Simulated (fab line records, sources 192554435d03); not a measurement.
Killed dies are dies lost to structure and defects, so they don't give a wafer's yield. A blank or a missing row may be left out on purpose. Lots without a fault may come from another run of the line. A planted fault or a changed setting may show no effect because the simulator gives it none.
fab line records | flow n5_finfet
record lots=7 wafers=39
route steps=1938 shown BEOL_M10@1482 BEOL_M15@1773
start_h: hours from the record's first day to the start of the lot's first wafer shown | wait_h: hours since the lot's step before | " the same as in the row above | L1.1+2: a row that stands for several wafers | - no value, or no start given | * or withheld: withheld | < > ~ a bound
route shown NAME@n: a module of which the file shows steps, and the number in the route of the first | usual: mean/standard deviation of fault-free wafers | same: alike in all rows | chamber/n: place in a boat | sites: the reading at each site | _std_site: their standard deviation | _edge_site: outer sites' mean less inner sites' | radius_mm: how far each site lies from the wafer's centre | mask NAME#n: copy n | behind: the tool/chamber that last shaped the wafer | hold: why the lot was held/for how many hours/how that ended | device: the transistor (n, p or np) that didn't switch | end of line: the same wafers' tests at the end of the route | a step without rows: its recipe alone | killed: dies lost to structure and defects at the first sort, not the wafer's yield | map: a wafer's dies, x killed, . not, _ none there
set.NAME: the setting as run; set.NAME@STEP: as run at that earlier step | model.NAME: the simulator's own value behind a step, which no gauge read
lots whose settings were changed on purpose; a table a step, a row a wafer
## steps
# step N5_BEOL_M10_DEVELOP_10
# recipe develop_time_s=30 developer=TMAH resist=CAR-ArF rinse_liquid=diw dry=air_spin dev_temp_c=23
# columns lot.wafer tool chamber start_h wait_h set.develop_time_s model.CAR-ArF_of_BEOL_M10_COAT_05.thk_nm
L075.1 litho_track-01 0 - - 15.71 88.8
L075.2 " 0 " " 30 88
L075.3 " 0 " " 30 88.2
L075.4 " 0 " " 15.71 89
L075.5 " 0 " " 30 88.4
L075.6 " 0 " " 15.71 88.6
L084.2+4+6 litho_track-05 0 - - 30 88.4
L086.1+4 litho_track-01 0 - - 42.81 88.2
L086.2 " 0 " " 42.81 88.6
L086.3 " 0 " " 30 89
L086.5+6 " 0 " " 30 88.8
L089.1+2 litho_track-01 0 - - 30 88.6
L089.3 " 0 " " 20.42 88.8
L089.4 " 0 " " 30 88.4
L089.5 " 0 " " 20.42 89
L089.6 " 0 " " 20.42 88.6
L090.1+2+3+5 litho_track-01 0 - - 30 88.4
L090.4 " 0 " " 30 88.6
L090.6 " 0 " " 30 89
L092.1+4 litho_track-01 0 - - 30 88.6
L092.2 " 0 " " 14 89.4
L092.3 " 0 " " 14 89.2
L092.5 " 0 " " 30 88.8
L092.6 " 0 " " 14 89.6
L094.1 litho_track-05 0 - - 30 88.2
L094.2 " 0 " " 16.5 88.8
L094.3+6 " 0 " " 30 88.4
L094.4+5 " 0 " " 16.5 89
# step N5_BEOL_M10_CD_MEAS_11
# recipe target_cd_nm=64.1 landing_energy_ev=500 detector=se_inlens polarity=opening
# usual cd_nm=64.0/0.6
# columns lot.wafer tool chamber start_h wait_h set.develop_time_s@BEOL_M10_DEVELOP_10 cd_nm
L075.1 cd_sem-01 0 230.66 - 15.71 60.9
L075.2 " 0 " " 30 63.7
L075.3 " 0 " " 30 64.5
L075.4 " 0 " " 15.71 61.4
L075.5 " 0 " " 30 63.9
L075.6 " 0 " " 15.71 60.8
L084.2 cd_sem-03 0 294.58 - 30 63.6
L084.4 " 0 " " 30 63.2
L084.6 " 0 " " 30 63.2
L086.1 cd_sem-01 0 308.14 - 42.81 65.1
L086.2 " 0 " " 42.81 65.8
L086.3 " 0 " " 30 63.9
L086.4 " 0 " " 42.81 65.5
L086.5 " 0 " " 30 64.0
L086.6 " 0 " " 30 63.5
L089.1 cd_sem-01 0 323.91 - 30 64.9
L089.2 " 0 " " 30 64.2
L089.3 " 0 " " 20.42 62.4
L089.4 " 0 " " 30 64.8
L089.5 " 0 " " 20.42 63.3
L089.6 " 0 " " 20.42 62.5
L090.1 cd_sem-01 0 336.82 - 30 64.3
L090.2 " 0 " " 30 64.3
L090.3 " 0 " " 30 63.6
L090.4 " 0 " " 30 63.9
L090.5 " 0 " " 30 63.7
L090.6 " 0 " " 30 64.6
L092.1 cd_sem-03 0 374.48 - 30 65.1
L092.2 " 0 " " 14 61.4
L092.3 " 0 " " 14 60.4
L092.4 " 0 " " 30 64.4
L092.5 " 0 " " 30 65.7
L092.6 " 0 " " 14 60.8
L094.1 cd_sem-03 0 377.88 - 30 63.9
L094.2 " 0 " " 16.5 60.7
L094.3 " 0 " " 30 63.3
L094.4 " 0 " " 16.5 60.8
L094.5 " 0 " " 16.5 60.5
L094.6 " 0 " " 30 63.1
# step N5_BEOL_M10_DESCUM_16
# recipe chemistry=O2 time_s=7.9 source_power_w=50 bias_power_w=20 pressure_mtorr=20 rf_frequency_hz=2.712e+07 temp_c=40 resist=CAR-ArF o2_flow_sccm=225
# step N5_BEOL_M10_ETCH_61
# recipe chemistry=CF4 target=SiARC target_depth_a=390 mask_material=CAR-ArF time_s=65 ion_energy_ev=80 pressure_mtorr=40 source_w=545 bias_w=36 Ar_flow_sccm=100 cf4_flow_sccm=100 ends=cleared
# columns lot.wafer tool chamber start_h wait_h set.develop_time_s@BEOL_M10_DEVELOP_10 model.BEOL_M10.cd_offset_nm
L075.1+6 rie_diel-01 2,1 230.88 0.0 15.71 -3.4
L075.2 " 3 " " 30 -0.6
L075.3 " 0 " " 30 0
L075.4 " 1 " " 15.71 -2.8
L075.5 " 0 " " 30 -0.2
L084.2 rie_diel-04 2 295.13 0.0 30 -0.6
L084.4 " 3 " " 30 -1.4
L084.6 " 1 " " 30 -1
L086.1 rie_diel-01 0 308.44 0.0 42.81 1.2
L086.2 " 2 " " 42.81 2
L086.3 " 1 " " 30 -0.2
L086.4 " 3 " " 42.81 1.4
L086.5 " 0 " " 30 0.2
L086.6 " 1 " " 30 -0.6
L089.1 rie_diel-02 2 324.03 0.0 30 0.8
L089.2 " 3 " " 30 -0.4
L089.3+5 " 1,0 " " 20.42 -1.6
L089.4 " 0 " " 30 0.4
L089.6 " 3 " " 20.42 -2
L090.1+2+6 rie_diel-01 2,3,3 336.94 0.0 30 0.4
L090.3 " 0 " " 30 -0.4
L090.4 " 1 " " 30 0
L090.5 " 0 " " 30 0.2
L092.1+4 rie_diel-01 3,2 374.61 0.0 30 0.6
L092.2 " 1 " " 14 -2.6
L092.3 " 0 " " 14 -3.2
L092.5 " 0 " " 30 1.6
L092.6 " 3 " " 14 -3
L094.1 rie_diel-02 1 378.01 0.0 30 -0.2
L094.2+5 " 0,2 " " 16.5 -3.2
L094.3 " 3 " " 30 -1
L094.4 " 2 " " 16.5 -2.8
L094.6 " 3 " " 30 -0.6
# step N5_BEOL_M10_ETCH_62
# recipe chemistry=N2/H2 target=SOC target_depth_a=1100 overetch_a=220 mask_material=SiARC temp_c=40 time_s=165 ion_energy_ev=200 pressure_mtorr=30 source_w=840 bias_w=150 n2_flow_sccm=200 h2_flow_sccm=200
# columns lot.wafer tool chamber start_h wait_h set.develop_time_s@BEOL_M10_DEVELOP_10 model.BEOL_M10.cd_offset_nm
L075.1 rie_diel-01 2 230.93 0.0 15.71 -3.4
L075.2 " 3 " " 30 -0.8
L075.3 " 0 " " 30 0
L075.4 " 1 " " 15.71 -2.2
L075.5 " 0 " " 30 -0.2
L075.6 " 1 " " 15.71 -3.2
L084.2 rie_diel-04 2 295.18 0.0 30 -0.8
L084.4 " 3 " " 30 -1.4
L084.6 " 1 " " 30 -1
L086.1 rie_diel-01 0 308.49 0.0 42.81 1
L086.2 " 2 " " 42.81 2
L086.3+5 " 1,0 " " 30 0.2
L086.4 " 3 " " 42.81 1.2
L086.6 " 1 " " 30 -0.2
L089.1 rie_diel-02 2 324.08 0.0 30 0.8
L089.2 " 3 " " 30 -0.2
L089.3 " 1 " " 20.42 -1.4
L089.4 " 0 " " 30 0.2
L089.5 " 0 " " 20.42 -1.8
L089.6 " 3 " " 20.42 -2
L090.1+4 rie_diel-01 2,1 336.99 0.0 30 0.6
L090.2+5 " 3,0 " " 30 0
L090.3 " 0 " " 30 -0.4
L090.6 " 3 " " 30 0.2
L092.1 rie_diel-01 3 374.66 0.0 30 0.4
L092.2 " 1 " " 14 -2.2
L092.3 " 0 " " 14 -3.2
L092.4 " 2 " " 30 0.8
L092.5 " 0 " " 30 1.6
L092.6 " 3 " " 14 -3.4
L094.1 rie_diel-02 1 378.06 0.0 30 0
L094.2 " 0 " " 16.5 -3.4
L094.3 " 3 " " 30 -1
L094.4 " 2 " " 16.5 -2.6
L094.5 " 2 " " 16.5 -2.8
L094.6 " 3 " " 30 -0.4
# step N5_BEOL_M10_STRIP_68
# recipe chemistry=N2/H2 temp_c=40 n2_flow_sccm=200 h2_flow_sccm=200 rf_frequency_hz=6e+07
# step N5_BEOL_M10_STRIP_67
# recipe chemistry=CF4 resist=SiARC power_w=300 bias_power_w=75 pressure_mtorr=50 cf4_flow_sccm=150 rf_frequency_hz=6e+07
# step N5_BEOL_M10_HM_OPEN_17
# recipe chemistry=Cl2/BCl3 target_depth_a=200 overetch_a=60 target=TiN mask_material=SOC ion_energy_ev=150 pressure_mtorr=10 icp_w=1000 bias_w=126 Cl2_flow_sccm=53.25 bcl3_flow_sccm=21.75 Ar_flow_sccm=25
# step N5_BEOL_M10_STRIP_19
# recipe chemistry=O2 power_w=400 temp_c=40 pressure_mtorr=30 rf_frequency_hz=6e+07 bias_power_w=0 overash_fraction=0.2 o2_flow_sccm=225
# step N5_BEOL_M10_CD_MEAS_18
# recipe pitch_nm=140 target_cd_nm=70
# usual cd_nm=69.8/0.62
# columns lot.wafer tool chamber start_h wait_h set.develop_time_s@BEOL_M10_DEVELOP_10 cd_nm
L075.1 cd_sem-01 - 231.31 0.0 15.71 66.6
L075.2 " - " " 30 69.2
L075.3 " - " " 30 70.2
L075.4 " - " " 15.71 67.4
L075.5 " - " " 30 69.7
L075.6 " - " " 15.71 66.9
L084.2 cd_sem-02 - 295.76 0.1 30 69.1
L084.4 " - " " 30 68.6
L084.6 " - " " 30 68.9
L086.1 cd_sem-03 - 308.91 0.0 42.81 71.0
L086.2 " - " " 42.81 72.3
L086.3 " - " " 30 70.3
L086.4 " - " " 42.81 71.6
L086.5 " - " " 30 70.2
L086.6 " - " " 30 69.9
L089.1 cd_sem-03 - 324.45 0.0 30 70.6
L089.2 " - " " 30 69.9
L089.3 " - " " 20.42 68.4
L089.4 " - " " 30 70.4
L089.5 " - " " 20.42 68.2
L089.6 " - " " 20.42 68.4
L090.1 cd_sem-03 - 337.43 0.0 30 70.6
L090.2 " - " " 30 70.2
L090.3 " - " " 30 69.8
L090.4 " - " " 30 70.7
L090.5 " - " " 30 70.0
L090.6 " - " " 30 70.0
L092.1 cd_sem-03 - 375.03 0.0 30 70.3
L092.2 " - " " 14 67.5
L092.3 " - " " 14 67.0
L092.4 " - " " 30 70.9
L092.5 " - " " 30 71.3
L092.6 " - " " 14 66.7
L094.1 cd_sem-03 - 378.42 0.0 30 69.9
L094.2 " - " " 16.5 66.8
L094.3 " - " " 30 69.1
L094.4 " - " " 16.5 67.5
L094.5 " - " " 16.5 67.3
L094.6 " - " " 30 69.7
# step N5_BEOL_M10_COAT_63
# recipe resist=SOC temp_c=250 time_s=60 spin_rpm=1500 resist_thk_nm=100
# step N5_BEOL_M10_COAT_64
# recipe resist=SiARC temp_c=220 time_s=60 spin_rpm=1500 resist_thk_nm=30
# step N5_BEOL_M10_PRECLEAN_42
# recipe chemistry=residue_remover time_s=60 temp_c=40
# step N5_BEOL_M10_SRD_43
# recipe time_s=30 temp_c=23 rinse_liquid=diw dry=ipa_marangoni
# step N5_BEOL_M10_CD_MEAS_35
# recipe target_cd_nm=70 polarity=opening
# usual cd_nm=69.9/0.65
# columns lot.wafer tool chamber start_h wait_h set.develop_time_s@BEOL_M10_DEVELOP_10 cd_nm
L075.1 cd_sem-01 - 234.01 0.0 15.71 66.8
L075.2 " - " " 30 69.2
L075.3 " - " " 30 70.4
L075.4 " - " " 15.71 67.6
L075.5 " - " " 30 69.4
L075.6 " - " " 15.71 66.7
L084.2 cd_sem-01 - 298.87 0.0 30 69.5
L084.4 " - " " 30 68.7
L084.6 " - " " 30 69.3
L086.1 cd_sem-01 - 310.69 0.0 42.81 71.4
L086.2 " - " " 42.81 72.7
L086.3 " - " " 30 70.5
L086.4 " - " " 42.81 71.2
L086.5 " - " " 30 70.4
L086.6 " - " " 30 70.1
L089.1 cd_sem-03 - 331.18 0.0 30 70.9
L089.2 " - " " 30 70.3
L089.3 " - " " 20.42 68.7
L089.4 " - " " 30 70.4
L089.5 " - " " 20.42 68.5
L089.6 " - " " 20.42 68.2
L090.1 cd_sem-02 - 342.98 0.0 30 70.8
L090.2 " - " " 30 70.0
L090.3 " - " " 30 69.2
L090.4 " - " " 30 70.4
L090.5 " - " " 30 69.6
L090.6 " - " " 30 70.6
L092.1 cd_sem-03 - 376.93 0.0 30 70.4
L092.2 " - " " 14 68.2
L092.3 " - " " 14 66.9
L092.4 " - " " 30 70.8
L092.5 " - " " 30 71.8
L092.6 " - " " 14 66.6
L094.1 cd_sem-03 - 381.71 0.0 30 69.8
L094.2 " - " " 16.5 66.4
L094.3 " - " " 30 69.2
L094.4 " - " " 16.5 67.6
L094.5 " - " " 16.5 67.0
L094.6 " - " " 30 69.4
# step N5_BEOL_M15_ILD_DEP_00
# recipe material=SiO2 target_thk_a=16293 temp_c=400 precursor=TEOS/O2 pressure_torr=6.5 rf_w=900 teos_flow_sccm=161.4 gas=O2 flow_sccm=2650 time_s=346.1
# columns lot.wafer tool chamber start_h wait_h set.target_thk_a model.SiO2_of_BEOL_M15_ILD_DEP_00.thk_nm
L075.1 pecvd-03 2 267.40 0.0 16293 1606
L075.2 " 1 " " 16293 1621
L075.3 " 2 " " 10870 1061
L075.4 " 1 " " 10870 1080
L075.5 " 1 " " 16293 1643
L075.6 " 2 " " 10870 1051
L084.2 pecvd-02 0 325.25 0.0 16293 1607
L084.4 " 0 " " 16293 1643
L084.6 " 2 " " 16293 1651
L086.1 pecvd-01 0 360.80 0.0 19790 1963
L086.2 " 2 " " 19790 1990
L086.3 " 1 " " 19790 1991
L086.4 " 0 " " 16293 1652
L086.5 " 2 " " 16293 1661
L086.6 " 1 " " 16293 1664
L089.1 pecvd-03 0 375.90 0.0 16293 1619
L089.2 " 1 " " 16293 1627
L089.3 " 2 " " 12660 1242
L089.4 " 0 " " 12660 1284
L089.5 " 1 " " 12660 1299
L089.6 " 2 " " 16293 1609
L090.1 pecvd-01 2 376.72 0.0 16293 1615
L090.2 " 0 " " 13270 1341
L090.3 " 1 " " 16293 1651
L090.4+6 " 2,1 " " 13270 1354
L090.5 " 0 " " 16293 1647
L092.1 pecvd-01 0 409.56 0.0 16293 1622
L092.2 " 1 " " 25630 2576
L092.3 " 2 " " 16293 1630
L092.4 " 2 " " 16293 1655
L092.5 " 1 " " 25630 2601
L092.6 " 0 " " 25630 2584
L094.1 pecvd-02 2 409.86 0.0 16293 1619
L094.2 " 0 " " 10240 1009
L094.3 " 2 " " 16293 1631
L094.4 " 0 " " 16293 1621
L094.5 " 0 " " 10240 1018
L094.6 " 2 " " 10240 1007
# step N5_BEOL_M15_THK_MEAS_01
# recipe reads=SiO2_of_BEOL_M15_ILD_DEP_00
# usual M15_ILD_THK=1634/21
# columns lot.wafer tool chamber start_h wait_h set.target_thk_a@BEOL_M15_ILD_DEP_00 M15_ILD_THK[nm]
L075.1 film_metro-01 - 267.76 0.2 16293 1606
L075.2 " - " " 16293 1621
L075.3 " - " " 10870 1061
L075.4 " - " " 10870 1080
L075.5 " - " " 16293 1643
L075.6 " - " " 10870 1051
L084.2 film_metro-02 - 325.50 0.1 16293 1608
L084.4 " - " " 16293 1643
L084.6 " - " " 16293 1651
L086.1 film_metro-01 - 361.05 0.1 19790 1962
L086.2 " - " " 19790 1991
L086.3 " - " " 19790 1991
L086.4 " - " " 16293 1651
L086.5 " - " " 16293 1660
L086.6 " - " " 16293 1662
L089.1 film_metro-01 - 376.15 0.1 16293 1620
L089.2 " - " " 16293 1626
L089.3 " - " " 12660 1242
L089.4 " - " " 12660 1284
L089.5 " - " " 12660 1300
L089.6 " - " " 16293 1607
L090.1 film_metro-02 - 376.97 0.1 16293 1614
L090.2 " - " " 13270 1341
L090.3 " - " " 16293 1651
L090.4 " - " " 13270 1354
L090.5 " - " " 16293 1646
L090.6 " - " " 13270 1354
L092.1 film_metro-02 - 409.81 0.1 16293 1623
L092.2 " - " " 25630 2576
L092.3 " - " " 16293 1629
L092.4 " - " " 16293 1655
L092.5 " - " " 25630 2601
L092.6 " - " " 25630 2584
L094.1 film_metro-01 - 410.21 0.2 16293 1618
L094.2 " - " " 10240 1010
L094.3 " - " " 16293 1631
L094.4 " - " " 16293 1621
L094.5 " - " " 10240 1018
L094.6 " - " " 10240 1007
# step N5_BEOL_M15_COAT_58
# recipe resist=BARC temp_c=205 time_s=60 spin_rpm=1500 resist_thk_nm=89
# step N5_BEOL_M15_COAT_04
# recipe spin_rpm=1704 resist_thk_nm=800
# step N5_BEOL_M15_DESCUM_15
# recipe chemistry=O2 time_s=7.9 source_power_w=50 bias_power_w=20 pressure_mtorr=20 rf_frequency_hz=2.712e+07 temp_c=40 o2_flow_sccm=225
# step N5_BEOL_M15_ETCH_59
# recipe chemistry=N2/H2 target=BARC target_depth_a=890 overetch_a=267 time_s=67.9 ion_energy_ev=200 pressure_mtorr=30 source_w=840 bias_w=150 n2_flow_sccm=200 h2_flow_sccm=200
# step N5_BEOL_M15_VIA_ETCH_16
# recipe chemistry=C4F8/O2/Ar target=SiO2 he_inner_torr=15 he_outer_torr=30 target_depth_a=17922 time_s=withheld ion_energy_ev=800 pressure_mtorr=20 source_w=1905 bias_w=2040 Ar_flow_sccm=400 C4F8_flow_sccm=16 O2_flow_sccm=12 ends=cleared
# columns lot.wafer tool chamber start_h wait_h set.target_thk_a@BEOL_M15_ILD_DEP_00 model.etch.depth_nm model.coat_of_BEOL_M15_COAT_04.thk_nm
L075.1 rie_diel-03 2 268.51 0.0 16293 1606 344.4
L075.2 " 3 " " 16293 1621 336.6
L075.3 " 0 " " 10870 1061 465.6
L075.4 " 3 " " 10870 1080 465.8
L075.5 " 0 " " 16293 1643 326
L075.6 " 2 " " 10870 1051 474.8
L084.2 rie_diel-05 3 326.10 0.0 16293 1607 341.8
L084.4 " 1 " " 16293 1643 322.2
L084.6 " 0 " " 16293 1651 339.2
L086.1 rie_diel-03 3 361.65 0.0 19790 1963 252.2
L086.2 " 2 " " 19790 1990 251.4
L086.3 " 0 " " 19790 1991 237.6
L086.4 " 1 " " 16293 1652 332.2
L086.5 " 3 " " 16293 1661 323.4
L086.6 " 0 " " 16293 1664 318.8
L089.1 rie_diel-05 0 376.99 0.0 16293 1619 343
L089.2 " 1 " " 16293 1627 327.4
L089.3 " 3 " " 12660 1242 427.2
L089.4 " 2 " " 12660 1284 418
L089.5 " 2 " " 12660 1299 411.8
L089.6 " 3 " " 16293 1609 345.2
L090.1 rie_diel-03 3 377.55 0.0 16293 1615 336.8
L090.2 " 0 " " 13270 1341 395.6
L090.3 " 1 " " 16293 1651 331
L090.4 " 2 " " 13270 1354 400.4
L090.5 " 0 " " 16293 1647 322.2
L090.6 " 3 " " 13270 1354 398
L092.1 rie_diel-03 3 410.59 0.0 16293 1622 330.8
L092.2 " 2 " " 25630 2576 111.6
L092.3 " 1 " " 16293 1630 333.8
L092.4 " 0 " " 16293 1655 316.2
L092.5 " 1 " " 25630 2601 102
L092.6 " 2 " " 25630 2584 106.2
L094.1 rie_diel-03 3 411.09 0.0 16293 1619 338.4
L094.2 " 1 " " 10240 1009 485
L094.3 " 2 " " 16293 1631 337.2
L094.4 " 0 " " 16293 1621 328.6
L094.5 " 2 " " 10240 1018 478.8
L094.6 " 1 " " 10240 1007 487.6
## key
split step=N5_BEOL_M10_DEVELOP_10 setting=develop_time_s stated=30 by=wafer
response step=N5_BEOL_M10_DEVELOP_10 reading=model.CAR-ArF_of_BEOL_M10_COAT_05.thk_nm change=-0.0126 per=1% r=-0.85
response step=N5_BEOL_M10_CD_MEAS_11 reading=cd_nm change=+0.0627 per=1% r=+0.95
response step=N5_BEOL_M10_ETCH_61 reading=model.BEOL_M10.cd_offset_nm change=+0.0596 per=1% r=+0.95
response step=N5_BEOL_M10_ETCH_62 reading=model.BEOL_M10.cd_offset_nm change=+0.0563 per=1% r=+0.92
response step=N5_BEOL_M10_CD_MEAS_18 reading=cd_nm change=+0.0565 per=1% r=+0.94
response step=N5_BEOL_M10_CD_MEAS_35 reading=cd_nm change=+0.0568 per=1% r=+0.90
split step=N5_BEOL_M15_ILD_DEP_00 setting=target_thk_a stated=16293 by=wafer
response step=N5_BEOL_M15_ILD_DEP_00 reading=model.SiO2_of_BEOL_M15_ILD_DEP_00.thk_nm change=+16.4 per=1% r=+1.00
response step=N5_BEOL_M15_THK_MEAS_01 reading=M15_ILD_THK change=+16.4 per=1% r=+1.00
response step=N5_BEOL_M15_VIA_ETCH_16 reading=model.etch.depth_nm change=+16.4 per=1% r=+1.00
response step=N5_BEOL_M15_VIA_ETCH_16 reading=model.coat_of_BEOL_M15_COAT_04.thk_nm change=-3.86 per=1% r=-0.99
